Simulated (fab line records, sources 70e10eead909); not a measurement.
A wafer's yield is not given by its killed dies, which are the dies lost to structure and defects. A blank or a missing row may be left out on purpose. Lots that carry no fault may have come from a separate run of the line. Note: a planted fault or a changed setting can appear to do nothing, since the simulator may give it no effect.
fab line records | flow nandHarc
[record] lots = 7 | wafers = 21 | lastDay = 31
route steps=1302 shown P_CONTACT@218
lots with no fault: from the same line, run without faults
startH: hours from the record's opening day to when the first of the lot's shown wafers began | waitH: hours from the lot's prior step to this one | " unchanged from the row above | L1.1+2: several wafers, shown together as one row | - no value present, or no start provided | * or withheld: withheld | < > ~ a bound
route shown NAME@n: a module of which the file shows steps, and the number in the route of the first | usual: mean/standard deviation of fault-free wafers | same: alike in all rows | chamber/n: place in a boat | sites: readings site by site | _std_site: standard deviation across them | _edge_site: the outer-site mean with the inner-site mean subtracted | radiusMm: for every site, how far away it sits from the centre of the wafer | mask NAME#n: copy n | behind: the most recent tool/chamber to have shaped the wafer | hold: what put the lot on hold/how long, in hours/how the hold closed | device: the n, p or np transistor that did not switch | end of line: tests run on the same wafers once the route is complete | step lacking rows: just its recipe | killed: count of dies lost to structure and defects at first sort (not the wafer's yield) | map: a wafer's dies, x killed, . not, _ none there
set.NAME: the setting the step ran with; set.NAME@STEP: the setting that earlier step ran with | model.NAME: the simulator's own value behind a step, which no gauge read
certain route steps with their lots: each step a table, each wafer a row
services: the hour from which a tool's chamber was out of use, counted from the record's first day as startH (under 0 if before that day), plus the number of hours and why
[[steps]]
[step NHARC_P_CONTACT_DEP_00]
[recipe] targetThkA = 5000 | tempC = 400 | pressureTorr = 6.5 | rfW = 900 | teosFlowSccm = 161.4 | flowSccm = 2650 | targetThkNm = 500 | gas = O2 | material = SiO2
[usual] heaterPowerW = 532/100 | mfcPrecursorSccm = 161.4/0.46 | throttleValvePct = 15.9/0.45
lot.wafer | tool     | chamber | startH | waitH | heaterPowerW | mfcPrecursorSccm | throttleValvePct
L180.4    | pecvd-02 | 0       | -      | -     | 679          | 161.3            | 16.2
L180.6    | "        | 1       | "      | "     | 499          | 160.9            | 15.9
L180.5    | "        | 2       | "      | "     | 561          | 161.6            | 15.4
L186.2    | pecvd-04 | 1       | -      | -     | 507          | 162.2            | 16.3
L186.6    | "        | 1       | "      | "     | 539          | 162.0            | 16.7
L186.5    | "        | 0       | "      | "     | 561          | 161.1            | 16.5
L190.2    | pecvd-02 | 2       | -      | -     | 606          | 161.5            | 15.3
L190.5    | "        | 1       | "      | "     | 429          | 161.5            | 15.7
L190.4    | "        | 2       | "      | "     | 619          | 161.9            | 15.4
L191.1    | pecvd-04 | 1       | -      | -     | 529          | 161.2            | 16.5
L191.3    | "        | 2       | "      | "     | 496          | 161.5            | 15.8
L191.2    | "        | 0       | "      | "     | 442          | 160.6            | 16.4
L192.1    | pecvd-04 | 0       | -      | -     | 452          | 161.2            | 16.6
L192.2    | "        | 1       | "      | "     | 451          | 161.6            | 16.4
L192.4    | "        | 2       | "      | "     | 527          | 161.4            | 16.1
L195.1    | pecvd-04 | 0       | -      | -     | 550          | 160.9            | 16.3
L195.2    | "        | 2       | "      | "     | 604          | 160.5            | 16.4
L195.4    | "        | 0       | "      | "     | 582          | 161.3            | 16.4
L197.1    | pecvd-03 | 2       | -      | -     | 506          | 161.9            | 15.5
L197.3    | "        | 0       | "      | "     | 320          | 161.5            | 16.1
L197.5    | "        | 2       | "      | "     | 534          | 161.3            | 15.6
[step NHARC_P_CONTACT_CMP_01]
[recipe] targetThkNm = 200 | material = SiO2
[usual] motorCurrentA = 12.0/1.2 | slurryFlowMlMin = 150.0/0.46
lot.wafer | tool   | chamber | startH | waitH | motorCurrentA | slurryFlowMlMin
L180.4    | cmp-04 | 0       | 144.66 | -     | 13.3          | 150.4
L180.6    | "      | 1       | "      | "     | 13.7          | 150.8
L180.5    | "      | 2       | "      | "     | 10.9          | 151.4
L186.2    | cmp-04 | 0       | 205.67 | -     | 12.3          | 150.3
L186.5    | "      | 0       | "      | "     | 12.8          | 150.1
L186.6    | "      | 1       | "      | "     | 13.3          | 150.2
L190.2    | cmp-02 | 2       | 245.22 | -     | 12.2          | 150.1
L190.4    | "      | 3       | "      | "     | 10.4          | 150.6
L190.5    | "      | 1       | "      | "     | 12.8          | 149.5
L191.1    | cmp-02 | 2       | 261.30 | -     | 12.1          | 149.6
L191.2    | "      | 3       | "      | "     | 10.4          | 150.0
L191.3    | "      | 1       | "      | "     | 12.8          | 150.3
L192.4    | cmp-01 | 1       | 262.72 | -     | 11.0          | 149.2
L192.2    | "      | 2       | "      | "     | 12.6          | 150.0
L192.1    | "      | 3       | "      | "     | 11.2          | 149.2
L195.4    | cmp-02 | 0       | 292.78 | -     | 13.4          | 149.6
L195.1    | "      | 1       | "      | "     | 12.9          | 150.2
L195.2    | "      | 2       | "      | "     | 12.2          | 149.8
L197.1    | cmp-02 | 0       | 312.35 | -     | 13.9          | 150.0
L197.3    | "      | 1       | "      | "     | 12.6          | 150.3
L197.5    | "      | 3       | "      | "     | 10.9          | 149.5
[step NHARC_P_CONTACT_SRD_03]
[step NHARC_P_CONTACT_DEHYDRATE_04]
[recipe] tempC = 150 | timeS = 120
[step NHARC_P_CONTACT_HMDS_05]
[recipe] timeS = 30
[step NHARC_P_CONTACT_COAT_33]
[recipe] tempC = 260 | timeS = 75
[step NHARC_P_CONTACT_COAT_34]
[recipe] tempC = 225 | timeS = 65
[step NHARC_P_CONTACT_COAT_06]
[recipe] spinRpm = 1500 | resistThkNm = 90
[step NHARC_P_CONTACT_SOFTBAKE_07]
[recipe] tempC = 105 | timeS = 55
[step NHARC_P_CONTACT_EBR_08]
[step NHARC_P_CONTACT_EXPOSE_09]
[recipe] na = 1.35 | targetCdNm = 90 | doseMj = 81.26 | maskId = P_CA
[step NHARC_P_CONTACT_PEB_10]
[recipe] pebTempC = 100 | pebTimeS = 65
[usual] chillPlateTempC = 22.97/0.11 | exhaustPa = 45.0/0.86
lot.wafer | tool          | chamber | startH | waitH | chillPlateTempC | exhaustPa
L180.4    | lithoTrack-04 | 0       | 145.22 | 0.0   | 22.87           | 45.3
L180.5    | "             | 0       | "      | "     | 22.92           | 46.3
L180.6    | "             | 0       | "      | "     | 22.92           | 45.9
L186.2    | lithoTrack-01 | 0       | 206.42 | 0.1   | 22.84           | 46.7
L186.5    | "             | 0       | "      | "     | 22.74           | 43.7
L186.6    | "             | 0       | "      | "     | 22.76           | 45.6
L190.2    | lithoTrack-06 | -       | 245.80 | 0.1   | -               | -
L190.4    | "             | -       | "      | "     | -               | -
L190.5    | "             | -       | "      | "     | -               | -
L191.1    | lithoTrack-01 | -       | 262.05 | 0.1   | -               | -
L191.2    | "             | -       | "      | "     | -               | -
L191.3    | "             | -       | "      | "     | -               | -
L192.1    | lithoTrack-06 | -       | 263.44 | 0.1   | -               | -
L192.2    | "             | -       | "      | "     | -               | -
L192.4    | "             | -       | "      | "     | -               | -
L195.1    | lithoTrack-04 | 0       | 293.41 | 0.1   | 22.85           | 43.8
L195.2    | "             | 0       | "      | "     | 22.82           | 44.1
L195.4    | "             | 0       | "      | "     | 22.86           | 44.7
L197.1    | lithoTrack-04 | 0       | 312.95 | 0.1   | 22.88           | 44.5
L197.3    | "             | 0       | "      | "     | 22.91           | 44.9
L197.5    | "             | 0       | "      | "     | 23.00           | 45.7
[step NHARC_P_CONTACT_DEVELOP_11]
[recipe] developTimeS = 35 | devTempC = 23
[[services]]
tool          | chamber | startH | hours | kind
pecvd-02      | 1       | 128.65 | 13.9  | repair
cmp-02        | -       | 134.51 | 4.0   | pm
cmp-02        | -       | 138.51 | -     | consumableReplace:conditioner
cmp-02        | -       | 138.51 | -     | consumableReplace:pad
cmp-01        | -       | 139.11 | 6.0   | repair
cmp-02        | -       | 142.66 | 1.2   | repair
lithoTrack-01 | -       | 155.00 | 7.0   | pm
pecvd-03      | 2       | 158.87 | 13.3  | repair
cmp-02        | -       | 159.98 | 1.5   | repair
pecvd-04      | 0       | 171.76 | 2.3   | repair
lithoTrack-06 | -       | 179.00 | 7.0   | pm
pecvd-03      | -       | 185.00 | 13.0  | pm
cmp-01        | -       | 185.61 | 4.0   | pm
cmp-01        | -       | 196.53 | 0.8   | repair
lithoTrack-04 | -       | 203.00 | 7.0   | pm
cmp-04        | -       | 209.00 | 4.0   | pm
pecvd-02      | -       | 227.00 | 13.0  | pm
cmp-02        | -       | 232.51 | 4.0   | pm
cmp-02        | -       | 236.51 | -     | consumableReplace:conditioner
pecvd-04      | -       | 269.01 | 13.0  | pm
cmp-04        | -       | 272.81 | 0.2   | repair
cmp-01        | -       | 283.61 | 4.0   | pm
cmp-01        | -       | 296.14 | 2.2   | repair
cmp-04        | -       | 307.00 | 4.0   | pm
[[key]]
[firstSign] step = NHARC_P_CONTACT_PEB_10 | reading = toolRecord | direction = missing
effect none on later readings
metAt NHARC_P_CONTACT_PEB_10
struckWafers L190.2,L190.4,L190.5,L191.1,L191.2,L191.3,L192.1,L192.2,L192.4
laterRowsLeftOut L190.2,L190.4,L190.5,L191.1,L191.2,L191.3,L192.1,L192.2,L192.4
sortLeftOut L190.2,L190.4,L190.5,L191.1,L191.2,L191.3,L192.1,L192.2,L192.4
testerLeftOut L190,L191,L192
onsetBetween 206.42 245.80
[fault] kind = skippedStepWhole | tool = lithoTrack-01,lithoTrack-06 | chamber = - | onsetH = 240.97 | steps = NHARC_P_CONTACT_PEB_10 | scope = struckLotsOnly
// testerLeftOut: of these lots the tester's yield and bins aren't shown, on N5 and GAA mostly nor the transistor test; their killed dies are dies lost to structure and defects alone, not to doping, threshold or leakage, so they don't give the yield
// sortLeftOut: the simulated sort isn't trusted on such a fault, so these wafers' sort isn't shown, and their yield isn't known
// laterRowsLeftOut: the simulator's readings of these wafers behind a module that went badly wrong aren't trusted and aren't shown, but for the sort
